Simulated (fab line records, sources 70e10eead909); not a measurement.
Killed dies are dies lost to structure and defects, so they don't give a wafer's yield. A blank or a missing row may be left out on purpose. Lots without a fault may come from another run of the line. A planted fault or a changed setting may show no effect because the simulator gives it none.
Problem report in the 8D (eight disciplines) form, filled by code | flow nand_harc | the parts of the form that need people (team, actions taken, sign-off) are left out

1. THE PROBLEM
run_length_s at NHARC_A_STAIRCASE_TRIM_12 reads a mean of 154.0 s on 3 wafers of 2 lots; wafers without a fault read 232.5 s with a standard deviation of 0.48. That is -99 or more standard deviations from the usual mean.
The step: chemistry O2, time 211.2 s.
First seen on wafer L388.4, day 13 00:32, on rie_diel-12. The record holds 42 wafers of 14 lots with a number at this step. Rule for "out", or "out of limits": more than 4 standard deviations from the usual mean. The other wafers with a number count as sound.

2. WHAT IT IS AND WHAT IT IS NOT
question                    | is                     | is not
which readings at this step | run_length_s           | drypump_motor_current_A, o2_flow_sccm, oes_product_au, rf_vpp_V, showerhead_plenum_p_Torr, throttle_valve_pct
which lots                  | L388, L390             | L380, L381, L382, L383, L384, L385, L387, L391, L399, L400, L402, L403
which wafers of those lots  | L388.4, L388.5, L390.5 | L388.1, L390.1, L390.2
read on which tools         | rie_diel-12            | rie_diel-03, rie_diel-08
when                        | from day 13 00:32      | up to then (22 sound wafers); but 17 sound wafers of L390, L391, L399, L400, L402, L403 came after

3. SUSPECTS, AND WHAT RULES EACH OUT
Counting: a tool at a process step up to the reading stays a suspect if it ran every lot that is out. Sound lots after the first of them don't rule it out here, since some wafers of a struck lot are sound.
- pecvd-01 at NHARC_A_STAIRCASE_DEP_156 (deposits SiNx, target thk 50 nm): kept. It ran every lot that is out, first L388 (day 12 20:22); its last sound lot up to then is L384 (day 11 20:29).
- rie_diel-12 at NHARC_A_STAIRCASE_TRIM_12 (chemistry O2, time 211.2 s): kept. It ran every lot that is out, first L388 (day 13 00:32); its last sound lot up to then is L387 (day 12 15:32). Its own readings are out on those wafers: run_length_s.
Left after counting: pecvd-01 at NHARC_A_STAIRCASE_DEP_156, rie_diel-12 at NHARC_A_STAIRCASE_TRIM_12.

4. THE CAUSE (what the simulator had put in)
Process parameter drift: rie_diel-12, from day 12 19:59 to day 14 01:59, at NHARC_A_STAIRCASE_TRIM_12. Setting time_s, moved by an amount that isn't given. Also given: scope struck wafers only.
Counting left 2 suspects, and this tool is among them.

5. THE CHAIN OF EFFECTS, in route order
Each row: a reading whose mean over the struck wafers that have a number lies more than 3 standard deviations from the usual. Only readings for which the record gives a usual standard deviation are gone through. hours: the time from each lot's start at the first step in this table that gives one to its start at this step, as a median over the lots. sigmas: the change in usual standard deviations.
hours | step                      | reading      | usual   | on struck wafers | change | sigmas
0     | NHARC_A_STAIRCASE_TRIM_12 | run_length_s | 232.5 s | 154.0            | -78.5  | -99 or more
The process steps in it:
- NHARC_A_STAIRCASE_TRIM_12: chemistry O2, time 211.2 s.

6. WHAT WOULD HAVE CAUGHT IT SOONER
In this record the first reading out of limits was taken at day 13 00:32, 5 hours after the fault began at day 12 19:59.
